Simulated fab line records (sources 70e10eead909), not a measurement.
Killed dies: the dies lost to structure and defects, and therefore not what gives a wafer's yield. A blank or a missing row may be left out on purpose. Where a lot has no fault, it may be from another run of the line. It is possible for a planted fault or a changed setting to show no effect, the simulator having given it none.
Which tool was responsible? | flow nand-harc | Sampling: 14 lots, 42 wafers, 7 of 1302 route steps

WHAT EACH GAUGE READ, for each wafer
NHARC_A_ONON_D2_THK_MEAS_34: measures by ellipsometry.
lot  | measured     | on            | thk-nm (nm)
L817 | day 12 08:01 | film-metro-02 | 197.4 198.4 196.6
L820 | day 12 22:35 | film-metro-02 | 199.2 202.2 204.2
L819 | day 13 03:40 | film-metro-02 | 201.2 196.3 200.0
L821 | day 14 03:24 | film-metro-01 | 195.5 197.3 198.3
L823 | day 14 08:34 | film-metro-01 | 196.8 198.6 197.6
L825 | day 15 05:01 | film-metro-02 | 200.2 202.2 198.5
L824 | day 15 04:51 | film-metro-01 | 197.8 203.6 199.0
L826 | day 15 19:13 | film-metro-01 | 196.0 193.6 200.1
L829 | day 16 13:20 | film-metro-02 | 201.3 198.0 203.1
L830 | day 17 00:50 | film-metro-02 | 201.1 193.6 203.5
L836 | day 19 15:51 | film-metro-02 | 197.3 196.5 199.1
L838 | day 20 18:32 | film-metro-02 | 196.3 196.6 200.8
L839 | day 21 01:29 | film-metro-02 | 197.1 195.8 199.9
L840 | day 21 09:12 | film-metro-01 | 193.4 195.2 199.8

NHARC_A_CHANNEL_HOLE_D2_CD_MEAS_10: the cd target is 100 nm.
lot  | measured     | on        | cd-nm (nm)
L817 | day 12 13:35 | cd-sem-01 | 100.3 100.1 99.9
L820 | day 13 02:55 | cd-sem-01 | 100.1 100.8 99.5
L819 | day 13 06:19 | cd-sem-03 | 100.3 100.3 100.7
L821 | day 14 09:40 | cd-sem-01 | 100.4 99.6 100.1
L823 | day 14 11:32 | cd-sem-01 | 100.2 99.9 99.7
L825 | day 15 10:53 | cd-sem-03 | 99.2 99.9 99.1
L824 | day 15 10:44 | cd-sem-01 | 100.6 100.7 101.4
L826 | day 16 03:26 | cd-sem-02 | 99.9 100.1 100.1
L829 | day 16 16:42 | cd-sem-01 | 74.1 74.7 74.3
L830 | day 17 03:49 | cd-sem-02 | 80.4 79.8 79.5
L836 | day 19 18:40 | cd-sem-01 | 100.3 99.9 99.8
L838 | day 20 22:55 | cd-sem-03 | 100.0 99.7 99.8
L839 | day 21 09:56 | cd-sem-02 | 100.6 100.4 100.2
L840 | day 21 11:57 | cd-sem-02 | 99.9 99.3 100.1

NHARC_A_CHANNEL_HOLE_D2_CD_MEAS_18.
lot  | measured     | on        | cd-nm (nm)
L817 | day 12 14:52 | cd-sem-02 | 99.2 98.2 98.6
L820 | day 13 04:13 | cd-sem-01 | 96.7 99.4 98.0
L819 | day 13 07:37 | cd-sem-02 | 99.9 97.8 99.8
L821 | day 14 10:58 | cd-sem-01 | 98.1 98.5 98.2
L823 | day 14 12:50 | cd-sem-01 | 99.6 98.1 100.9
L825 | day 15 12:11 | cd-sem-03 | 97.6 97.3 101.2
L824 | day 15 12:02 | cd-sem-02 | 98.5 100.4 99.1
L826 | day 16 04:44 | cd-sem-03 | 98.1 99.8 98.8
L829 | day 16 18:04 | cd-sem-02 | 73.2 72.4 73.5
L830 | day 17 05:07 | cd-sem-01 | 77.6 79.4 80.2
L836 | day 19 19:57 | cd-sem-01 | 101.8 100.9 101.6
L838 | day 21 00:11 | cd-sem-03 | 97.6 100.0 98.2
L839 | day 21 11:13 | cd-sem-03 | 101.5 101.9 101.1
L840 | day 21 13:14 | cd-sem-03 | 102.9 100.9 103.9

NHARC_A_CHANNEL_HOLE_D2_CD_MEAS_31.
lot  | measured     | on        | cd-nm (nm)
L817 | day 12 20:26 | cd-sem-02 | 90.8 89.0 89.8
L820 | day 13 09:50 | cd-sem-02 | 89.4 89.8 88.4
L819 | day 13 13:11 | cd-sem-03 | 89.3 88.8 88.8
L821 | day 14 16:33 | cd-sem-02 | 89.5 89.5 89.6
L823 | day 14 20:43 | cd-sem-01 | 91.2 90.5 90.2
L825 | day 15 19:30 | cd-sem-01 | 88.2 87.6 88.9
L824 | day 15 17:38 | cd-sem-02 | 91.4 89.8 92.1
L826 | day 16 13:28 | cd-sem-03 | 88.7 90.7 90.4
L829 | day 17 00:55 | cd-sem-02 | 63.9 65.1 64.2
L830 | day 17 12:50 | cd-sem-02 | 70.3 69.3 70.9
L836 | day 20 02:42 | cd-sem-03 | 89.2 89.1 90.5
L838 | day 21 08:10 | cd-sem-03 | 91.1 91.1 90.9
L839 | day 21 16:59 | cd-sem-02 | 88.4 89.1 89.0
L840 | day 21 18:59 | cd-sem-03 | 89.7 89.6 88.9

TOOL THAT RAN EACH LOT (tool first, then ch and the chambers of the sampled wafers, then the start)
lot  | NHARC_A_ONON_D2_DEP_33          | NHARC_A_CHANNEL_HOLE_D2_EXPOSE_07  | NHARC_A_CHANNEL_HOLE_D2_ETCH_34
L817 | pecvd-04 ch 0,1,2, day 12 07:41 | arfi-scanner-01 ch 0, day 12 13:27 | rie-diel-10 ch 0,1,3, day 12 14:52 or earlier
L820 | pecvd-02 ch 0,1,2, day 12 22:10 | arfi-scanner-01 ch 0, day 13 02:47 | rie-diel-11 ch 0,1,3, day 13 04:13 or earlier
L819 | pecvd-04 ch 0,1, day 13 03:15   | arfi-scanner-01 ch 0, day 13 06:11 | rie-diel-12 ch 0,1,3, day 13 07:37 or earlier
L821 | pecvd-01 ch 1,2, day 14 02:59   | arfi-scanner-02 ch 0, day 14 09:32 | rie-diel-10 ch 0,2, day 14 10:58 or earlier
L823 | pecvd-02 ch 0,1,2, day 14 08:08 | arfi-scanner-02 ch 0, day 14 11:24 | rie-diel-11 ch 0,1,3, day 14 12:50 or earlier
L825 | pecvd-01 ch 0,1, day 15 04:28   | arfi-scanner-01 ch 0, day 15 10:45 | rie-diel-10 ch 0,1,3, day 15 12:11 or earlier
L824 | pecvd-04 ch 0,1,2, day 15 04:29 | arfi-scanner-02 ch 0, day 15 10:35 | rie-diel-11 ch 1,2,3, day 15 12:02 or earlier
L826 | pecvd-02 ch 0,2, day 15 18:48   | arfi-scanner-01 ch 0, day 16 03:19 | rie-diel-11 ch 1,2,3, day 16 04:44 or earlier
L829 | pecvd-02 ch 0,1,2, day 16 12:58 | arfi-scanner-01 ch 0, day 16 16:34 | rie-diel-12 ch 0,2,3, day 16 18:04 or earlier
L830 | pecvd-01 ch 0,2, day 17 00:25   | arfi-scanner-01 ch 0, day 17 03:41 | rie-diel-10 ch 0,1,3, day 17 05:07 or earlier
L836 | pecvd-04 ch 0,2, day 19 15:32   | arfi-scanner-03 ch 0, day 19 18:31 | rie-diel-12 ch 0,1,3, day 19 19:57 or earlier
L838 | pecvd-04 ch 0,1,2, day 20 18:08 | arfi-scanner-03 ch 0, day 20 22:46 | rie-diel-10 ch 0,2, day 21 00:11 or earlier
L839 | pecvd-01 ch 1,2, day 21 01:04   | arfi-scanner-03 ch 0, day 21 09:47 | rie-diel-12 ch 0,2,3, day 21 11:13 or earlier
L840 | pecvd-04 ch 0,1,2, day 21 08:48 | arfi-scanner-02 ch 0, day 21 11:49 | rie-diel-10 ch 0,1,2, day 21 13:14 or earlier
- NHARC_A_ONON_D2_DEP_33: deposits SiO2, target thk 200 nm.
- NHARC_A_CHANNEL_HOLE_D2_EXPOSE_07: exposes mask HOLE D2, target cd 100 nm.
- NHARC_A_CHANNEL_HOLE_D2_ETCH_34: etches the open film in CF4/CHF3, target depth 154 nm, time 77 s.

WHAT THE TOOLS THEMSELVES READ (means of the sampled wafers that have a number; where no wafer has one, the mark that the record gives instead)
NHARC_A_ONON_D2_DEP_33.
lot  | tool     | heater-power-w (W) | throttle-valve-pct (%)
L817 | pecvd-04 | 585                | 15.7
L820 | pecvd-02 | 643                | 15.4
L819 | pecvd-04 | 599                | 15.7
L821 | pecvd-01 | 528                | 15.9
L823 | pecvd-02 | 650                | 15.4
L825 | pecvd-01 | 580                | 15.1
L824 | pecvd-04 | 578                | 15.9
L826 | pecvd-02 | 720                | 15.8
L829 | pecvd-02 | 639                | 15.6
L830 | pecvd-01 | 564                | 15.6
L836 | pecvd-04 | 546                | 15.8
L838 | pecvd-04 | 588                | 15.8
L839 | pecvd-01 | 532                | 16.0
L840 | pecvd-04 | 582                | 15.9

NHARC_A_CHANNEL_HOLE_D2_EXPOSE_07.
lot  | tool            | exposure-dose-mJ-cm2
L817 | arfi-scanner-01 | 60.6
L820 | arfi-scanner-01 | 60.6
L819 | arfi-scanner-01 | 60.6
L821 | arfi-scanner-02 | 59.6
L823 | arfi-scanner-02 | 59.6
L825 | arfi-scanner-01 | 60.7
L824 | arfi-scanner-02 | 59.6
L826 | arfi-scanner-01 | 60.7
L829 | arfi-scanner-01 | 35.9
L830 | arfi-scanner-01 | 40.9
L836 | arfi-scanner-03 | 60.2
L838 | arfi-scanner-03 | 60.2
L839 | arfi-scanner-03 | 60.3
L840 | arfi-scanner-02 | 59.6

NHARC_A_CHANNEL_HOLE_D2_ETCH_34.
lot  | tool        | drypump-motor-current-A (A) | oes-product-au (a.u.) | rf-vpp-V (V) | showerhead-plenum-p-Torr (Torr) | throttle-valve-pct (%)
L817 | rie-diel-10 | 5.6                         | 0.940                 | 373.1        | 1.63                            | 16.793
L820 | rie-diel-11 | 5.7                         | 0.926                 | 372.6        | 1.62                            | 16.806
L819 | rie-diel-12 | 6.2                         | 0.971                 | 369.4        | 1.55                            | 16.799
L821 | rie-diel-10 | 6.1                         | 0.973                 | 372.2        | 1.60                            | 16.805
L823 | rie-diel-11 | 5.7                         | 0.984                 | 372.9        | 1.62                            | 16.803
L825 | rie-diel-10 | 5.6                         | 0.978                 | 372.8        | 1.63                            | 16.802
L824 | rie-diel-11 | 5.7                         | 0.970                 | 372.0        | 1.62                            | 16.806
L826 | rie-diel-11 | 5.7                         | 0.940                 | 371.6        | 1.62                            | 16.804
L829 | rie-diel-12 | 6.3                         | 0.924                 | 370.4        | 1.58                            | 16.803
L830 | rie-diel-10 | 5.7                         | 0.922                 | 372.9        | 1.63                            | 16.799
L836 | rie-diel-12 | 6.2                         | 0.974                 | 369.5        | 1.55                            | 16.804
L838 | rie-diel-10 | 6.1                         | 0.924                 | 370.3        | 1.56                            | 16.804
L839 | rie-diel-12 | 6.2                         | 0.964                 | 371.5        | 1.58                            | 16.800
L840 | rie-diel-10 | 5.7                         | 0.974                 | 369.8        | 1.57                            | 16.805

THE ANSWER, worked out from the rows above alone
Rule: the usual values come from the lots themselves. Put in order of their means at a reading, lots are off if they are a third of the lots or fewer, leave a main group of 4 or more, and stand apart from it by a gap of 3 or more times the standard deviation of the main group's means; of several such gaps the widest counts. A main group whose means are all the same, to the digits that the tables above print for the reading, isn't used. A lot without any number at a reading at which 4 lots or more have one is off too. The other lots that the step has rows for count as sound. After the gauges, taken in route order, come the tools' own readings; for these a lot's mean is taken, as printed above. At the first step where some lot is off, the reading lying furthest off is the one used; lots without a number count as furthest.
Off: L829, L830 (NHARC_A_CHANNEL_HOLE_D2_CD_MEAS_10, cd-nm). For the main group the mean is 100.1 nm and the standard deviation 0.36.
A tool fits if, at a process step before that reading, it ran every lot that is off, and no sound lot after the first of them. The gauges at NHARC_A_CHANNEL_HOLE_D2_CD_MEAS_10 aren't tried: what is off there is off at NHARC_A_CHANNEL_HOLE_D2_EXPOSE_07 too, on other tools, and a gauge's error can't cause that. One candidate fits, namely arfi-scanner-01 at NHARC_A_CHANNEL_HOLE_D2_EXPOSE_07. A fault onset in the window from L826 (day 16 03:19, its last sound lot) to L829 (day 16 16:34, its first lot off) fits.
The tool's own readings at NHARC_A_CHANNEL_HOLE_D2_EXPOSE_07 bear it out: on the lots that are off they differ by more than 5 times the standard deviation of the sound lots' means. exposure-dose-mJ-cm2 reads 38.4 there against 60.2 on the sound lots.

WHAT HAD BEEN PUT IN BY THE SIMULATOR
Process parameters drifting: arfi-scanner-01 at NHARC_A_CHANNEL_HOLE_D2_EXPOSE_07, beginning at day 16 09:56. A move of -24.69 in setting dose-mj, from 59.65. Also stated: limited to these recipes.
Shown lots that were struck: L829, L830. This agrees with what the rule above found.
